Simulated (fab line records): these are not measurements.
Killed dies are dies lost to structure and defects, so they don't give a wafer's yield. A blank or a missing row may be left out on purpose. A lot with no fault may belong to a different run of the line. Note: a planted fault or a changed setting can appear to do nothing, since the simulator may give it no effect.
Problem report, 8D (eight disciplines) form, completed by code | flow n5Finfet | the parts of the form that need people (team, actions taken, sign-off) are left out

## 1. WHAT IS WRONG
At N5_BEOL_M0_CVD_115, runLengthS averages 99.4 s over 2 wafers from 2 lots, while fault-free wafers read 142.8 s, standard deviation 0.46. That is -94 standard deviations from the usual mean.
The step: deposits Co from CCTBA/H2, time 120 s.
Earliest sighting: wafer L368.1 on cvdCo-01 at day 9 12:31. The record holds 41 wafers of 14 lots with a number at this step. The rule behind "out" and "out of limits": a value lying over 4 standard deviations away from the usual mean. The other wafers with a number count as sound.

## 2. WHAT IT IS, WHAT IT ISN'T
question                    | is               | is not
which readings at this step | runLengthS       | chamberPressureTorr
which lots                  | L368, L373       | L355, L356, L357, L358, L360, L361, L362, L363, L364, L366, L367, L376
which wafers of those lots  | L368.1, L373.2   | L368.3, L373.3, L373.4
read on which tools         | cvdCo-01         | cvdCo-02
when                        | from day 9 12:31 | up to then (34 sound wafers); but 5 sound wafers of L373, L376 came after

## 3. THE SUSPECTS, EACH WITH WHAT RULES IT OUT
Counting: if a tool at a process step up to the reading ran every lot that is out, it stays a suspect. Sound lots after the first of them don't rule it out here, since some wafers of a struck lot are sound.
- pvdSputter-02 at N5_BEOL_M0_PRE_CLEAN_113 (time 30 s): kept. Every lot that is out went through it, the first being L368 (day 9 12:11); the last sound lot it ran before that was L366 (day 8 18:18).
- cvdCo-01 at N5_BEOL_M0_CVD_115 (deposits Co from CCTBA/H2, time 120 s): kept. Every lot that is out went through it, the first being L368 (day 9 12:31); the last sound lot it ran before that was L367 (day 9 05:55). Its own runLengthS readings are out on those wafers.
- Within cvdCo-01 at N5_BEOL_M0_CVD_115: the wafers that are out ran in chambers 0, 1; their sound lot-mates ran in chamber 2.
After counting, pvdSputter-02 at N5_BEOL_M0_PRE_CLEAN_113 and cvdCo-01 at N5_BEOL_M0_CVD_115 remain.

## 4. THE CAUSE (what the simulator had put in)
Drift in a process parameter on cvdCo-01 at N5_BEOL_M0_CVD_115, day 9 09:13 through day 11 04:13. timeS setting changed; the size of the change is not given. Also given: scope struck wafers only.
Counting leaves 2 suspects; this tool is one of them.

## 5. THE CHAIN OF EFFECTS, in route order
Rows list readings where the struck wafers' mean (over those with a number) sits beyond 3 standard deviations from the usual. Readings are gone through only where the record gives a usual standard deviation; hours: the median, over the lots, of the time from a lot's start at the first step in this table giving one to that lot's start at this step; sigmas: the change measured in usual standard deviations.
hours | step               | reading    | usual   | on struck wafers | change | sigmas
0     | N5_BEOL_M0_CVD_115 | runLengthS | 142.8 s | 99.4             | -43.4  | -94
Its process steps:
- N5_BEOL_M0_CVD_115: deposits Co from CCTBA/H2, time 120 s.
At these later measuring or inspecting steps, every struck wafer for which the step has a row has a number for every such reading, and none has moved that far: N5_BEOL_M4_RC_MEAS_101.

## 6. WHAT WOULD HAVE CAUGHT IT SOONER
In this record the first reading out of limits was taken at day 9 12:31, 3 hours after the fault began at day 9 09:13.
